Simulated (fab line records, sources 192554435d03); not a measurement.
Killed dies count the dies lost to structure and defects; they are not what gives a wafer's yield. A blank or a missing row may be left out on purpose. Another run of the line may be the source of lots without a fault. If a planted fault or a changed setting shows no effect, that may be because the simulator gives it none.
Split-lot experiment    flow n5_finfet    on a route of 1938 steps: 7 lots, 21 wafers read

THE SPLIT
At N5_BEOL_M7_ETCH_61 (etches SiARC in CF4, target depth 45.5 nm, time 75.8 s), the setting source_w was moved away from the recipe's 545 W on 13 of the 21 wafers read, by -11.3% to +13.9%. This setting was run at the recipe's value on the other wafers.

The reading is taken at the split's own step.

THE READING
rf_vpp_V, in V, at N5_BEOL_M7_ETCH_61 (etches SiARC in CF4, target depth 45.5 nm, time 75.8 s). On this fab line, fault-free wafers typically give 184.2 V with a standard deviation of 1.1 V.

wafer   tool, chamber at the split  source_w as run, W  against the recipe  rf_vpp_V, V  against lot-mates on the recipe
L076.1  rie_diel-06, 3              620.6               +13.9%              177.0        -5.0
L076.3  rie_diel-06, 0              620.6               +13.9%              177.0        -5.0
L076.4  rie_diel-06, 1              545                 recipe              182.0        -
L079.2  rie_diel-06, 3              512.1               -6.0%               190.0        no lot-mate on the recipe
L079.4  rie_diel-06, 1              512.1               -6.0%               187.0        no lot-mate on the recipe
L079.6  rie_diel-06, 2              512.1               -6.0%               187.6        no lot-mate on the recipe
L080.4  rie_diel-02, 1              505                 -7.3%               190.2        +6.5
L080.5  rie_diel-02, 3              505                 -7.3%               189.8        +6.1
L080.6  rie_diel-02, 2              545                 recipe              183.7        -
L081.1  rie_diel-06, 0              585.7               +7.5%               180.1        -3.6
L081.3  rie_diel-06, 2              585.7               +7.5%               180.4        -3.3
L081.6  rie_diel-06, 1              545                 recipe              183.7        -
L089.1  rie_diel-02, 1              545                 recipe              183.7        -
L089.4  rie_diel-02, 0              507.6               -6.9%               187.7        +4.0
L089.5  rie_diel-02, 0              507.6               -6.9%               188.7        +5.0
L093.1  rie_diel-06, 3              545                 recipe              185.8        -
L093.2  rie_diel-06, 0              545                 recipe              185.4        -
L093.5  rie_diel-06, 3              545                 recipe              187.2        -
L094.1  rie_diel-04, 1              483.2               -11.3%              192.9        +11.4
L094.2  rie_diel-04, 0              483.2               -11.3%              191.5        +10.0
L094.4  rie_diel-04, 2              545                 recipe              181.5        -

THE FIT
A straight line over all 21 wafers: rf_vpp_V changes by -0.603 V for each +1% of source_w; r = -0.95; the points scatter about the line by 1.4 V.
The same after taking each lot's own level away (the mean of its wafers on the recipe; 18 wafers): -0.604 V for each +1%; r = -0.95; scatter 1.6 V.
According to that fit, moving source_w by its largest amount changes the reading by 8.4 V.
The span of the lots' own levels, 181.50 to 186.13 V, comes to 4.2 times the standard deviation stated above.
Hence the lot-to-lot level has little effect on the slope; both slopes agree.
Check: -8.04 V against its lot-mates is what the line predicts for one of the wafers moved furthest among these (+13.9%) when that wafer is left out of the fit. It came out at -5 V against them.
Tool readings at the split's step, against how far the setting was moved: rf_vpp_V r = -0.95.

THESE WAFERS: OTHER SPLITS
Note: prior to the reading, these wafers also went through further splits. Each is held against what the fit with the lots' levels taken away leaves over:
other split on the same wafers  wafers away from the commonest value  r with rf_vpp_V (lot level and that fit taken away)
N5_BEOL_M5_COAT_22 spin_rpm     7                                     +0.41
N5_BEOL_M5_ETCH_41 source_w     8                                     +0.21
N5_BEOL_M6_ETCH_66 bias_w       5                                     +0.03

FILE'S OWN FIT
rf_vpp_V changes by -0.612 V for each +1% of source_w, r = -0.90.
